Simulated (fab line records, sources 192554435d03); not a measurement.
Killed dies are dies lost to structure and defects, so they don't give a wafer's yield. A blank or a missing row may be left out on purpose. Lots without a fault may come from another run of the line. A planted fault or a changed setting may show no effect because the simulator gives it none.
fab line records | flow n5_finfet
record lots=20 wafers=60 last_day=17
route steps=1938 shown BEOL_M0_SAQP@693 BEOL_M0@721
lots that met no fault: from a run of the same line without faults
start_h: hours from the record's first day to the start of the lot's first wafer shown | wait_h: hours since the lot's step before | " the same as in the row above | L1.1+2: a row that stands for several wafers | - no value, or no start given | * or withheld: withheld | < > ~ a bound
route shown NAME@n: a module of which the file shows steps, and the number in the route of the first | usual: mean/standard deviation of fault-free wafers | same: alike in all rows | chamber/n: place in a boat | sites: the reading at each site | _std_site: their standard deviation | _edge_site: outer sites' mean less inner sites' | radius_mm: how far each site lies from the wafer's centre | mask NAME#n: copy n | behind: the tool/chamber that last shaped the wafer | hold: why the lot was held/for how many hours/how that ended | device: the transistor (n, p or np) that didn't switch | end of line: the same wafers' tests at the end of the route | a step without rows: its recipe alone | killed: dies lost to structure and defects at the first sort, not the wafer's yield | map: a wafer's dies, x killed, . not, _ none there
set.NAME: the setting as run; set.NAME@STEP: as run at that earlier step | model.NAME: the simulator's own value behind a step, which no gauge read
steps of the route over a sample of lots; a table a step, a row a wafer
services: from which hour (start_h, from the record's first day; less than 0 if before it) a tool's chamber was out of use, for how many hours, and why
## steps
# step N5_BEOL_M0_SAQP_ETCH_88
# recipe chemistry=N2/H2 target=underlayer target_depth_a=65 time_s=5.2 ion_energy_ev=200 mask_material=CAR-EUV pressure_mtorr=30 source_w=840 bias_w=150 n2_flow_sccm=200 h2_flow_sccm=200 ends=cleared
# usual chamber_pressure_mTorr=30.00/0.041 drypump_motor_current_A=5.3/0.48 etch_rf_on_time_s=5.13/0.11 oes_product_au=0.68/0.09 rf_vpp_V=524/3.2 showerhead_plenum_p_Torr=2.55/0.11 throttle_valve_pct=17.87/0.28
# columns lot.wafer tool chamber start_h wait_h chamber_pressure_mTorr drypump_motor_current_A etch_rf_on_time_s oes_product_au rf_hours_counter_h rf_vpp_V showerhead_plenum_p_Torr throttle_valve_pct
L077.2 rie_diel-06 3 128.70 0.0 30.01 4.8 5.18 0.61 199 526 2.64 17.99
L077.4 " 2 " " 30.02 4.6 5.17 0.60 240 518 2.40 18.24
L077.6 " 0 " " 29.93 4.8 5.15 0.64 - 522 2.42 17.99
L078.3 rie_diel-04 2 140.20 0.0 29.97 5.2 5.03 0.77 26 523 2.60 17.65
L078.4 " 1 " " 30.00 5.4 5.29 0.65 146 524 2.56 17.97
L078.6 " 1 " " 29.94 5.4 5.26 0.65 - 524 2.56 17.99
L079.2 rie_diel-04 2 145.57 0.0 30.07 5.2 5.01 0.76 28 528 2.60 17.63
L079.3 " 1 " " 29.99 5.4 5.23 0.65 148 524 2.56 17.98
L079.4 " 3 " " 29.92 5.8 5.31 0.62 198 524 2.61 18.23
L080.2 rie_diel-02 3 148.29 0.0 30.01 5.9 5.14 0.60 239 527 2.62 18.40
L080.4 " 2 " " 30.01 5.5 5.14 0.62 201 524 2.64 18.12
L080.6 " 2 " " 29.97 5.5 5.07 0.61 - 526 2.64 18.12
L081.1 rie_diel-04 0 157.23 0.0 29.93 5.6 5.02 0.82 16 525 2.59 17.41
L081.4 " 1 " " 30.01 5.4 5.34 0.63 150 522 2.56 17.99
L081.6 " 1 " " 30.06 5.4 5.33 0.64 - 524 2.56 17.99
L082.2 rie_diel-06 0 162.54 0.0 30.09 4.8 5.16 0.63 191 522 2.42 18.03
L082.5 " 3 " " 29.99 4.8 5.15 0.61 - 527 2.64 18.01
L082.6 " 2 " " 29.95 4.7 5.12 0.59 - 520 2.40 18.23
L083.3 rie_diel-06 2 163.08 0.0 30.03 4.6 5.07 0.59 250 518 2.40 18.25
L083.4 " 0 " " 29.99 4.8 5.15 0.63 191 521 2.42 17.99
L083.5 " 2 " " 30.00 4.7 5.08 0.59 - 518 2.40 18.24
L084.2 rie_diel-02 1 176.36 0.0 29.95 6.0 5.25 0.58 233 520 2.38 17.45
L084.4 " 3 " " 29.98 5.9 5.15 0.60 247 524 2.62 18.41
L084.6 " 3 " " 30.01 5.9 5.19 0.59 - 527 2.62 18.41
L085.1 rie_diel-06 0 184.17 0.0 29.90 4.8 5.21 0.63 198 518 2.42 18.01
L085.2 " 1 " " 30.00 5.8 5.02 0.77 21 523 2.47 17.48
L085.6 " 0 " " 29.96 4.8 5.16 0.62 - 520 2.42 18.04
L087.1 rie_diel-02 0 190.49 0.0 30.00 5.8 5.04 0.81 14 530 2.71 17.59
L087.5 " 1 " " 30.02 6.0 5.27 0.58 - 519 2.38 17.48
L087.6 " 2 " " 30.05 5.6 5.13 0.61 - 523 2.64 18.11
L086.2 rie_diel-06 3 193.33 0.0 30.01 4.8 5.20 0.59 219 523 2.63 18.04
L086.3 " 1 " " 29.94 5.8 5.02 0.77 25 526 2.47 17.49
L086.6 " 0 " " 30.02 4.8 5.16 0.62 - 520 2.42 18.04
L089.2 rie_diel-02 2 204.25 0.0 30.01 5.5 5.16 0.61 220 525 2.63 18.14
L089.4 " 2 " " 30.00 5.5 5.11 0.61 - 528 2.63 18.15
L089.5 " 0 " " 29.99 5.9 5.09 0.79 - 528 2.70 17.62
L090.2 rie_diel-02 3 207.31 0.0 29.98 5.9 5.19 0.86 0 526 2.62 17.91
L090.3 " 1 " " 29.98 6.0 5.28 0.57 245 520 2.37 17.48
L090.6 " 3 " " 29.95 5.9 5.18 0.87 - 525 2.62 17.92
L091.2 rie_diel-06 0 215.13 0.0 29.92 4.8 5.16 0.63 209 521 2.41 18.03
L091.3 " 1 " " 29.96 5.8 4.94 0.76 31 521 2.47 17.51
L091.6 " 0 " " 30.01 4.8 5.15 0.62 - 519 2.41 18.02
L092.2 rie_diel-04 2 221.77 0.0 29.96 5.2 4.99 0.73 50 527 2.59 17.67
L092.3 " 1 " " 30.00 5.3 5.29 0.62 169 522 2.55 18.04
L092.4 " 0 " " 30.03 5.6 4.96 0.78 35 526 2.59 17.43
L093.1 rie_diel-06 2 228.07 0.0 29.94 4.7 5.09 0.78 9 531 2.71 17.91
L093.2 " 0 " " 30.03 4.8 5.12 0.62 213 520 2.41 18.05
L093.5 " 2 " " 30.02 4.6 5.10 0.80 - 529 2.71 17.89
L094.1 rie_diel-04 2 237.28 0.0 30.02 5.2 5.00 0.73 54 524 2.59 17.68
L094.5 " 1 " " 29.96 5.3 5.22 0.62 - 525 2.55 18.02
L094.6 " 0 " " 30.00 5.6 5.02 0.78 - 525 2.58 17.45
L095.1 rie_diel-06 0 238.66 0.0 29.97 4.8 5.07 0.62 216 523 2.41 18.06
L095.3 " 3 " " 30.04 4.8 5.11 0.60 233 526 2.63 18.06
L095.4 " 2 " " 29.98 4.7 5.05 0.78 13 526 2.71 17.90
L096.1 rie_diel-06 0 241.67 0.0 29.99 4.8 5.16 0.62 217 523 2.41 18.08
L096.3 " 1 " " 29.98 5.8 4.97 0.75 38 523 2.47 17.49
L096.4 " 3 " " 30.08 4.8 5.15 0.59 233 528 2.63 18.06
L097.2 rie_diel-02 0 255.37 0.0 29.95 5.8 5.09 0.76 40 526 2.69 17.66
L097.4 " 0 " " 30.04 5.8 5.09 0.76 - 528 2.69 17.65
L097.5 " 2 " " 29.92 5.5 5.15 0.58 - 526 2.62 18.17
# step N5_BEOL_M0_SAQP_STRIP_75
# recipe chemistry=CF4 resist=SiARC power_w=300 bias_power_w=75 pressure_mtorr=50 cf4_flow_sccm=150 rf_frequency_hz=6e+07
# usual cf4_flow_sccm=150.0/0.46 chamber_pressure_mTorr=50.00/0.043 drypump_motor_current_A=5.4/0.48 oes_product_au=0.182/0.023 rf_vpp_V=271.2/1.7 showerhead_plenum_p_Torr=1.80/0.069 throttle_valve_pct=13.61/0.28
# columns lot.wafer tool chamber start_h wait_h cf4_flow_sccm chamber_pressure_mTorr drypump_motor_current_A oes_product_au rf_hours_counter_h rf_vpp_V showerhead_plenum_p_Torr throttle_valve_pct
L077.2 rie_diel-02 2 129.63 0.1 150.4 50.00 5.5 0.162 194 272.6 1.86 13.86
L077.4 " 3 " " 148.3 50.00 5.9 0.161 232 271.0 1.83 13.86
L077.6 " 0 " " 150.4 50.09 5.7 0.159 - 270.3 1.71 13.86
L078.3 rie_diel-04 2 141.08 0.1 149.9 50.00 5.2 0.199 27 270.7 1.82 13.16
L078.4 " 1 " " 150.5 50.05 5.3 0.180 146 271.5 1.81 13.56
L078.6 " 0 " " 149.7 50.01 5.6 0.212 - 273.0 1.83 13.18
L079.2 rie_diel-04 0 146.53 0.1 150.7 50.03 5.6 0.213 14 269.8 1.83 13.17
L079.3 " 2 " " 150.1 49.98 5.2 0.208 28 272.6 1.82 13.17
L079.4 " 3 " " 150.9 50.04 5.8 0.167 198 272.3 1.85 14.07
L080.2 rie_diel-04 1 149.22 0.1 150.4 49.97 5.3 0.174 149 270.9 1.81 13.59
L080.4 " 3 " " 150.4 50.00 5.9 0.175 199 271.5 1.85 14.06
L080.6 " 0 " " 150.2 50.04 5.6 0.214 - 271.2 1.83 13.18
L081.1 rie_diel-06 2 158.76 0.1 149.6 50.01 4.7 0.156 248 269.1 1.70 13.97
L081.4 " 1 " " 150.4 50.03 5.8 0.203 13 270.9 1.76 13.34
L081.6 " 2 " " 150.1 50.09 4.7 0.159 - 269.7 1.70 13.95
L082.2 rie_diel-02 1 163.58 0.1 150.9 50.03 6.0 0.160 229 268.7 1.69 13.50
L082.5 " 2 " " 149.6 50.01 5.5 0.165 - 271.8 1.86 13.89
L082.6 " 3 " " 149.4 49.93 5.9 0.156 - 272.8 1.83 13.89
L083.3 rie_diel-02 3 163.99 0.1 150.2 49.97 5.9 0.158 243 271.7 1.83 13.89
L083.4 " 1 " " 149.7 49.97 6.0 0.163 229 269.0 1.69 13.51
L083.5 " 3 " " 149.1 50.03 5.9 0.159 - 272.7 1.83 13.90
L084.2 rie_diel-06 1 177.35 0.1 150.4 50.04 5.8 0.203 19 270.8 1.76 13.35
L084.4 " 0 " " 150.7 50.00 4.8 0.174 - 269.0 1.72 13.85
L084.6 " 1 " " 150.4 49.98 5.8 0.204 - 270.9 1.76 13.35
L085.1 rie_diel-06 3 185.05 0.1 149.2 50.04 4.8 0.166 215 271.3 1.85 13.69
L085.2 " 0 " " 150.3 50.02 4.8 0.172 198 270.5 1.72 13.86
L085.6 " 0 " " 150.4 49.95 4.8 0.167 - 268.0 1.72 13.87
L087.1 rie_diel-02 2 191.94 0.1 149.8 49.97 5.5 0.162 214 272.1 1.85 13.91
L087.5 " 0 " " 150.7 49.93 5.8 0.208 - 271.9 1.92 13.33
L087.6 " 1 " " 150.4 49.99 6.0 0.154 - 268.5 1.69 13.54
L086.2 rie_diel-02 2 194.20 0.1 150.6 50.01 5.5 0.165 216 271.9 1.85 13.91
L086.3 " 0 " " 150.3 50.08 5.8 0.210 16 273.6 1.92 13.34
L086.6 " 1 " " 149.4 49.98 6.0 0.153 - 268.1 1.69 13.51
L089.2 rie_diel-06 1 205.15 0.1 151.0 49.96 5.8 0.203 28 270.4 1.76 13.37
L089.4 " 2 " " 149.5 49.97 4.6 0.226 2 273.1 1.91 13.44
L089.5 " 0 " " 149.9 49.95 4.8 0.168 - 269.5 1.72 13.88
L090.2 rie_diel-04 1 208.25 0.1 150.7 50.01 5.3 0.178 164 271.0 1.80 13.60
L090.3 " 2 " " 150.3 49.99 5.2 0.187 45 272.3 1.82 13.19
L090.6 " 1 " " 150.6 49.93 5.3 0.175 - 270.7 1.80 13.61
L091.2 rie_diel-02 0 216.00 0.1 149.7 49.99 5.8 0.210 26 273.4 1.91 13.34
L091.3 " 1 " " 150.0 50.05 6.0 0.163 250 268.8 1.69 13.57
L091.6 " 0 " " 149.5 49.91 5.8 0.216 - 273.4 1.91 13.36
L092.2 rie_diel-04 3 222.75 0.1 150.1 49.95 5.9 0.166 220 272.4 1.85 14.12
L092.3 " 0 " " 149.9 49.99 5.6 0.205 36 270.7 1.82 13.24
L092.4 " 1 " " 149.8 49.99 5.3 0.177 169 271.9 1.80 13.62
L093.1 rie_diel-06 2 229.36 0.1 149.9 49.99 4.6 0.210 10 273.3 1.91 13.43
L093.2 " 3 " " 150.3 49.97 4.8 0.163 230 271.8 1.84 13.73
L093.5 " 2 " " 149.7 49.98 4.7 0.208 - 273.9 1.91 13.45
L094.1 rie_diel-06 0 238.19 0.1 150.4 49.96 4.8 0.168 216 268.4 1.72 13.93
L094.5 " 1 " " 150.0 50.02 5.8 0.196 - 270.8 1.75 13.41
L094.6 " 2 " " 150.2 49.99 4.6 0.211 - 273.1 1.90 13.44
L095.1 rie_diel-04 2 239.53 0.1 150.4 49.98 5.2 0.192 54 271.6 1.82 13.24
L095.3 " 3 " " 150.5 50.03 5.8 0.161 225 272.6 1.85 14.12
L095.4 " 0 " " 150.1 49.97 5.6 0.210 41 271.4 1.82 13.24
L096.1 rie_diel-06 3 243.68 0.1 150.8 50.08 4.8 0.159 234 272.4 1.84 13.74
L096.3 " 2 " " 150.2 50.08 4.7 0.209 14 274.1 1.90 13.47
L096.4 " 1 " " 149.0 50.00 5.8 0.198 38 268.2 1.75 13.40
L097.2 rie_diel-02 2 256.25 0.1 150.7 50.07 5.5 0.159 240 273.1 1.85 13.97
L097.4 " 3 " " 150.4 49.98 5.9 0.222 - 272.4 1.82 13.37
L097.5 " 2 " " 150.5 49.98 5.5 0.159 - 272.1 1.85 13.96
# step N5_BEOL_M0_TRENCH_ETCH_107
# recipe chemistry=C4F6/O2 target_depth_a=328 target=SiOC time_s=16.4 ion_energy_ev=250 pressure_mtorr=30 source_w=355 bias_w=185 Ar_flow_sccm=300 C4F6_flow_sccm=10 O2_flow_sccm=10
# usual chamber_pressure_mTorr=30.002/0.027 drypump_motor_current_A=5.7/0.32 mfc_ar_sccm=300.0/0.92 oes_product_au=0.77/0.085 rf_vpp_V=667/15 showerhead_plenum_p_Torr=2.85/0.075 throttle_valve_pct=20.81/0.29
# columns lot.wafer tool chamber start_h wait_h chamber_pressure_mTorr drypump_motor_current_A mfc_ar_sccm oes_product_au rf_hours_counter_h rf_vpp_V showerhead_plenum_p_Torr throttle_valve_pct
L077.2 rie_diel-05 0 132.02 0.0 29.989 5.4 298.6 0.77 171 680 2.94 21.14
L077.4 " 3 " " 29.949 6.5 299.9 0.68 237 673 2.73 21.11
L077.6 " 0 " " 30.045 5.4 296.6 0.77 - 677 2.94 21.16
L078.3 rie_diel-01 1 142.50 0.0 29.993 5.8 300.3 0.71 191 674 2.82 20.46
L078.4 " 2 " " 30.003 5.8 299.3 0.70 236 655 2.79 21.24
L078.6 " 2 " " 30.007 5.8 299.1 0.70 - 653 2.79 21.23
L079.2 rie_diel-05 1 148.30 0.0 30.011 5.6 300.9 0.75 179 694 2.92 20.77
L079.3 " 3 " " 29.991 6.5 298.3 0.68 244 675 2.72 21.14
L079.4 " 0 " " 29.986 5.4 299.5 0.77 - 678 2.94 21.17
L080.2 rie_diel-03 1 158.42 0.0 30.011 5.7 299.6 0.87 50 676 2.87 20.58
L080.4 " 2 " " 30.045 5.0 301.4 0.74 168 666 2.84 20.68
L080.6 " 0 " " 29.971 5.9 297.7 0.75 - 676 2.96 20.69
L081.1 rie_diel-01 0 161.33 0.0 30.050 5.9 299.8 0.94 8 655 2.81 20.76
L081.4 " 2 " " 30.017 5.8 301.1 0.70 242 654 2.79 21.23
L081.6 " 1 " " 30.046 5.8 300.5 0.70 - 673 2.82 20.49
L082.2 rie_diel-03 2 167.35 0.0 29.987 5.0 299.1 0.74 173 667 2.84 20.70
L082.5 " 3 " " 30.020 5.7 299.5 0.81 - 642 2.73 20.34
L082.6 " 2 " " 29.989 5.0 301.4 0.74 - 666 2.84 20.68
L083.3 rie_diel-01 3 169.29 0.0 29.982 5.6 299.9 0.71 214 649 2.84 21.25
L083.4 " 1 " " 29.995 5.8 301.3 0.71 201 674 2.82 20.49
L083.5 " 3 " " 30.002 5.5 300.6 0.70 - 649 2.84 21.25
L084.2 rie_diel-03 3 179.40 0.0 29.984 5.7 301.2 0.81 113 640 2.73 20.35
L084.4 " 0 " " 29.996 5.9 300.6 0.74 177 676 2.96 20.69
L084.6 " 3 " " 29.993 5.6 301.8 0.81 - 641 2.73 20.34
L085.1 rie_diel-03 3 188.63 0.0 29.985 5.7 300.3 0.81 116 642 2.73 20.34
L085.2 " 0 " " 29.931 5.9 300.1 0.74 181 677 2.95 20.70
L085.6 " 2 " " 30.034 5.0 301.3 0.74 - 666 2.83 20.72
L087.1 rie_diel-03 2 196.27 0.0 29.979 5.0 300.5 0.73 184 667 2.83 20.71
L087.5 " 1 " " 30.035 5.7 301.4 0.84 - 676 2.86 20.60
L087.6 " 0 " " 30.013 5.9 300.7 0.73 - 676 2.95 20.70
L086.2 rie_diel-01 1 196.44 0.0 30.021 5.7 299.6 0.69 207 673 2.82 20.49
L086.3 " 3 " " 30.005 5.5 298.7 0.70 220 649 2.84 21.27
L086.6 " 1 " " 30.001 5.8 300.0 0.69 - 673 2.82 20.51
L089.2 rie_diel-03 1 207.93 0.0 30.006 5.7 300.4 0.83 73 675 2.86 20.63
L089.4 " 2 " " 29.982 5.0 299.3 0.72 189 665 2.83 20.69
L089.5 " 2 " " 29.997 5.0 298.2 0.74 - 667 2.83 20.72
L090.2 rie_diel-01 1 210.37 0.0 29.993 5.8 298.9 0.70 215 674 2.81 20.51
L090.3 " 0 " " 29.993 5.9 300.3 0.90 26 654 2.80 20.79
L090.6 " 0 " " 29.996 5.9 299.6 0.91 - 654 2.80 20.78
L091.2 rie_diel-01 0 221.70 0.0 29.994 5.9 299.7 0.88 29 656 2.80 20.79
L091.3 " 3 " " 29.905 5.5 299.2 0.69 231 649 2.83 21.28
L091.6 " 1 " " 29.960 5.8 301.0 0.69 - 672 2.81 20.52
L092.2 rie_diel-03 3 224.92 0.0 29.983 5.7 299.4 0.78 132 640 2.72 20.38
L092.3 " 1 " " 29.977 5.6 300.6 0.83 78 677 2.86 20.65
L092.4 " 0 " " 30.000 5.9 299.7 0.72 197 677 2.95 20.71
L093.1 rie_diel-01 3 232.79 0.0 30.024 5.6 299.0 0.69 236 649 2.83 21.28
L093.2 " 1 " " 29.953 5.8 298.9 0.70 222 673 2.81 20.54
L093.5 " 1 " " 29.966 5.8 298.6 0.69 - 672 2.81 20.54
L094.1 rie_diel-03 3 240.92 0.0 30.000 5.6 301.3 0.78 138 641 2.72 20.38
L094.5 " 0 " " 30.061 5.9 299.5 0.72 - 676 2.94 20.75
L094.6 " 1 " " 30.023 5.7 298.8 0.82 - 677 2.85 20.65
L095.1 rie_diel-01 2 241.63 0.0 30.010 5.7 301.7 0.93 10 655 2.78 20.85
L095.3 " 0 " " 30.009 5.9 301.0 0.87 37 655 2.79 20.81
L095.4 " 1 " " 29.977 5.8 300.6 0.69 226 673 2.81 20.54
L096.1 rie_diel-05 3 245.10 0.0 30.013 6.5 299.9 0.96 13 684 3.06 20.84
L096.3 " 0 " " 29.977 5.4 300.5 0.75 209 678 2.92 21.20
L096.4 " 1 " " 30.012 5.6 298.7 0.72 214 692 2.90 20.82
L097.2 rie_diel-01 0 258.29 0.0 30.042 5.9 300.9 0.87 41 654 2.79 20.80
L097.4 " 3 " " 30.019 5.5 300.0 0.68 245 647 2.83 21.33
L097.5 " 2 " " 30.009 5.7 299.8 0.92 - 654 2.78 20.88
# step N5_BEOL_M0_PRE_CLEAN_113
# recipe gas=H2/He time_s=30 temp_c=250
# usual heater_power_w=341/37 susceptor_temp_C=249.97/0.17
# columns lot.wafer tool chamber start_h wait_h heater_power_w susceptor_temp_C
L077.2 pvd_sputter-03 - 133.45 0.0 360 249.70
L077.4 " - " " 324 250.02
L077.6 " - " " 329 250.05
L078.3 pvd_sputter-01 - 143.01 0.0 260 250.03
L078.4 " - " " 335 250.05
L078.6 " - " " 358 250.36
L079.2 pvd_sputter-03 - 149.17 0.0 361 250.02
L079.3 " - " " 337 249.95
L079.4 " - " " 365 249.78
L080.2 pvd_sputter-01 - 159.23 0.0 275 250.03
L080.4 " - " " 344 250.01
L080.6 " - " " 396 250.41
L081.1 pvd_sputter-01 - 162.00 0.0 395 249.69
L081.4 " - " " 324 250.21
L081.6 " - " " 355 250.01
L082.2 pvd_sputter-01 - 168.98 0.0 267 249.63
L082.5 " - " " 360 250.04
L082.6 " - " " 270 249.69
L083.3 pvd_sputter-03 - 171.04 0.0 328 250.10
L083.4 " - " " 369 249.67
L083.5 " - " " 365 249.86
L084.2 pvd_sputter-03 - 180.16 0.0 376 249.74
L084.4 " - " " 374 250.11
L084.6 " - " " 328 249.72
L085.1 pvd_sputter-02 - 189.89 0.0 405 250.14
L085.2 " - " " 309 249.63
L085.6 " - " " 324 250.12
L087.1 pvd_sputter-01 - 197.08 0.0 399 250.11
L087.5 " - " " 339 249.90
L087.6 " - " " 406 250.01
L086.2 pvd_sputter-01 - 197.20 0.0 395 249.81
L086.3 " - " " 357 249.78
L086.6 " - " " 336 249.82
L089.2 pvd_sputter-03 - 208.81 0.0 337 249.79
L089.4 " - " " 363 249.70
L089.5 " - " " 369 250.02
L090.2 pvd_sputter-02 - 211.26 0.0 401 250.08
L090.3 " - " " 309 249.73
L090.6 " - " " 305 249.71
L091.2 pvd_sputter-03 - 222.46 0.0 368 250.12
L091.3 " - " " 360 249.89
L091.6 " - " " 324 250.30
L092.2 pvd_sputter-01 - 226.87 0.0 397 249.95
L092.3 " - " " 267 249.93
L092.4 " - " " 365 249.77
L093.1 pvd_sputter-02 - 233.75 0.0 398 250.33
L093.2 " - " " 327 249.97
L093.5 " - " " 336 249.86
L094.1 pvd_sputter-02 - 242.20 0.0 304 250.12
L094.5 " - " " 318 250.01
L094.6 " - " " 317 249.80
L095.1 pvd_sputter-01 - 242.40 0.0 392 249.64
L095.3 " - " " 334 249.82
L095.4 " - " " 269 249.78
L096.1 pvd_sputter-02 - 245.77 0.0 320 249.58
L096.3 " - " " 335 249.92
L096.4 " - " " 307 249.92
L097.2 pvd_sputter-01 - 259.09 0.0 260 249.99
L097.4 " - " " 337 249.86
L097.5 " - " " 338 250.14
# step N5_BEOL_M0_SPUTTER_116
# recipe material=Cu target_thk_a=40 temp_c=-20 chamber_pressure_pa=0.07 power_w=withheld time_s=7.37
# usual chamber_pressure_pa=0.07/0.00015 susceptor_temp_C=-20.02/0.1 throttle_valve_pct=29.9/1.2
# columns lot.wafer tool chamber start_h wait_h chamber_pressure_pa susceptor_temp_C throttle_valve_pct
L077.2 pvd_sputter-03 - 133.93 0.1 0.07002 -20.00 29.3
L077.4 " - " " 0.07 -20.03 30.2
L077.6 " - " " 0.07003 -20.12 29.2
L078.3 pvd_sputter-03 - 143.91 0.4 0.07004 -20.07 29.2
L078.4 " - " " 0.07023 -20.08 30.4
L078.6 " - " " 0.06994 -20.04 30.4
L079.2 pvd_sputter-02 - 150.36 0.4 0.06992 -20.07 30.0
L079.3 " - " " 0.06981 -20.09 29.5
L079.4 " - " " 0.07033 -20.08 31.4
L080.2 pvd_sputter-01 - 161.44 0.1 0.07002 -19.97 29.3
L080.4 " - " " 0.06972 -19.97 31.1
L080.6 " - " " 0.06985 -19.88 29.1
L081.1 pvd_sputter-01 - 162.76 0.1 0.06977 -20.02 29.1
L081.4 " - " " 0.07013 -20.13 31.8
L081.6 " - " " 0.07016 -20.29 31.7
L082.2 pvd_sputter-02 - 170.21 0.5 0.06991 -19.97 31.2
L082.5 " - " " 0.06985 -20.23 29.5
L082.6 " - " " 0.06995 -20.08 31.2
L083.3 pvd_sputter-03 - 171.63 0.1 0.06993 -19.99 30.2
L083.4 " - " " 0.06982 -20.02 29.3
L083.5 " - " " 0.07006 -20.18 29.1
L084.2 pvd_sputter-02 - 180.76 0.2 0.07018 -20.21 30.2
L084.4 " - " " 0.06981 -19.75 31.3
L084.6 " - " " 0.06984 -20.26 30.1
L085.1 pvd_sputter-02 - 190.37 0.1 0.06984 -20.02 29.3
L085.2 " - " " 0.06989 -20.00 31.3
L085.6 " - " " 0.07008 -19.92 30.2
L087.1 pvd_sputter-03 - 197.77 0.1 0.07 -20.02 29.3
L087.5 " - " " 0.06998 -20.01 29.5
L087.6 " - " " 0.06994 -20.07 29.2
L086.2 pvd_sputter-01 - 198.04 0.1 0.07004 -19.99 32.0
L086.3 " - " " 0.06986 -19.97 31.3
L086.6 " - " " 0.06976 -19.92 32.1
L089.2 pvd_sputter-01 - 210.02 0.2 0.06986 -19.85 27.5
L089.4 " - " " 0.07006 -19.97 31.8
L089.5 " - " " 0.07008 -20.01 31.3
L090.2 pvd_sputter-02 - 211.90 0.2 0.06998 -20.11 30.0
L090.3 " - " " 0.07019 -20.06 28.1
L090.6 " - " " 0.06997 -20.05 31.3
L091.2 pvd_sputter-03 - 223.22 0.2 0.06996 -19.95 30.2
L091.3 " - " " 0.07009 -19.96 30.2
L091.6 " - " " 0.07007 -19.90 30.1
L092.2 pvd_sputter-01 - 227.49 0.1 0.06995 -19.91 29.2
L092.3 " - " " 0.07009 -19.88 31.9
L092.4 " - " " 0.07016 -20.07 27.6
L093.1 pvd_sputter-01 - 234.58 0.4 0.06977 -20.13 29.1
L093.2 " - " " 0.07006 -20.08 27.7
L093.5 " - " " 0.07008 -20.09 31.5
L094.1 pvd_sputter-02 - 242.65 0.1 0.07008 -20.20 31.6
L094.5 " - " " 0.07001 -20.07 31.1
L094.6 " - " " 0.06994 -20.14 29.4
L095.1 pvd_sputter-03 - 244.66 1.6 0.06979 -20.04 30.3
L095.3 " - " " 0.07028 -20.03 30.3
L095.4 " - " " 0.06993 -20.20 29.2
L096.1 pvd_sputter-03 - 246.26 0.1 0.07029 -20.00 30.5
L096.3 " - " " 0.07 -19.82 29.6
L096.4 " - " " 0.07015 -19.85 30.1
L097.2 pvd_sputter-03 - 259.75 0.2 0.06998 -20.11 29.3
L097.4 " - " " 0.0702 -20.05 30.2
L097.5 " - " " 0.07027 -20.08 30.3
# step N5_BEOL_M0_ANNEAL_135
# recipe temp_c=400 time_s=60 ambient=vacuum
# usual heater_power_w=844/91 susceptor_temp_C=400.01/0.23
# columns lot.wafer tool chamber start_h wait_h heater_power_w susceptor_temp_C
L077.2 pvd_sputter-03 - 134.25 0.0 898 400.47
L077.4 " - " " 840 399.90
L077.6 " - " " 924 400.16
L078.3 pvd_sputter-03 - 144.23 0.0 914 400.01
L078.4 " - " " 809 399.89
L078.6 " - " " 810 400.31
L079.2 pvd_sputter-02 - 150.68 0.0 1018 400.10
L079.3 " - " " 832 399.94
L079.4 " - " " 777 400.50
L080.2 pvd_sputter-01 - 161.76 0.0 896 400.16
L080.4 " - " " 674 400.01
L080.6 " - " " 882 399.92
L081.1 pvd_sputter-01 - 163.08 0.0 895 399.86
L081.4 " - " " 847 400.20
L081.6 " - " " 843 400.16
L082.2 pvd_sputter-02 - 170.53 0.0 789 400.35
L082.5 " - " " 833 400.14
L082.6 " - " " 755 400.52
L083.3 pvd_sputter-03 - 171.95 0.0 824 399.63
L083.4 " - " " 923 399.74
L083.5 " - " " 899 399.78
L084.2 pvd_sputter-02 - 181.08 0.0 1002 399.78
L084.4 " - " " 777 400.00
L084.6 " - " " 969 400.05
L085.1 pvd_sputter-02 - 190.69 0.0 836 400.53
L085.2 " - " " 764 399.92
L085.6 " - " " 1020 400.07
L087.1 pvd_sputter-03 - 198.09 0.0 907 400.17
L087.5 " - " " 937 400.44
L087.6 " - " " 932 400.05
L086.2 pvd_sputter-01 - 198.36 0.0 827 400.10
L086.3 " - " " 696 399.76
L086.6 " - " " 813 400.01
L089.2 pvd_sputter-01 - 210.34 0.0 973 400.44
L089.4 " - " " 826 400.36
L089.5 " - " " 649 399.88
L090.2 pvd_sputter-02 - 212.22 0.0 991 400.07
L090.3 " - " " 787 400.11
L090.6 " - " " 748 400.14
L091.2 pvd_sputter-03 - 223.54 0.0 833 399.91
L091.3 " - " " 825 400.31
L091.6 " - " " 838 399.98
L092.2 pvd_sputter-01 - 227.81 0.0 890 400.29
L092.3 " - " " 846 399.93
L092.4 " - " " 1001 399.85
L093.1 pvd_sputter-01 - 234.94 0.0 895 400.05
L093.2 " - " " 974 400.33
L093.5 " - " " 665 400.25
L094.1 pvd_sputter-02 - 243.77 0.0 770 399.97
L094.5 " - " " 760 400.16
L094.6 " - " " 841 400.05
L095.1 pvd_sputter-03 - 244.98 0.0 802 400.38
L095.3 " - " " 816 399.86
L095.4 " - " " 927 399.93
L096.1 pvd_sputter-03 - 246.58 0.0 815 399.85
L096.3 " - " " 896 399.93
L096.4 " - " " 823 399.63
L097.2 pvd_sputter-03 - 260.07 0.0 883 400.05
L097.4 " - " " 815 399.93
L097.5 " - " " 838 399.78
## services
# columns tool chamber start_h hours kind
rie_diel-03 - 128.92 2.1 repair
rie_diel-02 0 132.05 - clean
rie_diel-02 0 132.05 - consumable_replace:focus_ring
rie_diel-02 0 132.05 - consumable_replace:showerhead
rie_diel-05 2 141.89 14.4 repair
pvd_sputter-01 - 149.90 7.8 repair
rie_diel-05 0 157.23 1.9 repair
rie_diel-03 1 159.93 2.5 repair
rie_diel-05 - 161.75 14.6 pm
rie_diel-06 2 164.59 - clean
rie_diel-06 2 164.59 - consumable_replace:focus_ring
rie_diel-06 2 164.59 - consumable_replace:showerhead
rie_diel-06 2 164.59 32.4 scheduled_down
rie_diel-06 2 164.59 32.4 vent_cycle
rie_diel-03 - 170.76 0.3 repair
pvd_sputter-01 - 175.05 0.9 repair
rie_diel-01 - 179.88 15.6 pm
rie_diel-04 - 189.90 2.8 pm
rie_diel-01 - 198.29 0.4 repair
rie_diel-06 1 224.30 2.0 repair
rie_diel-04 0 239.88 1.8 repair
rie_diel-01 0 243.88 4.7 repair
rie_diel-01 - 251.62 1.0 repair
rie_diel-02 1 252.83 7.7 repair
## key
fault none
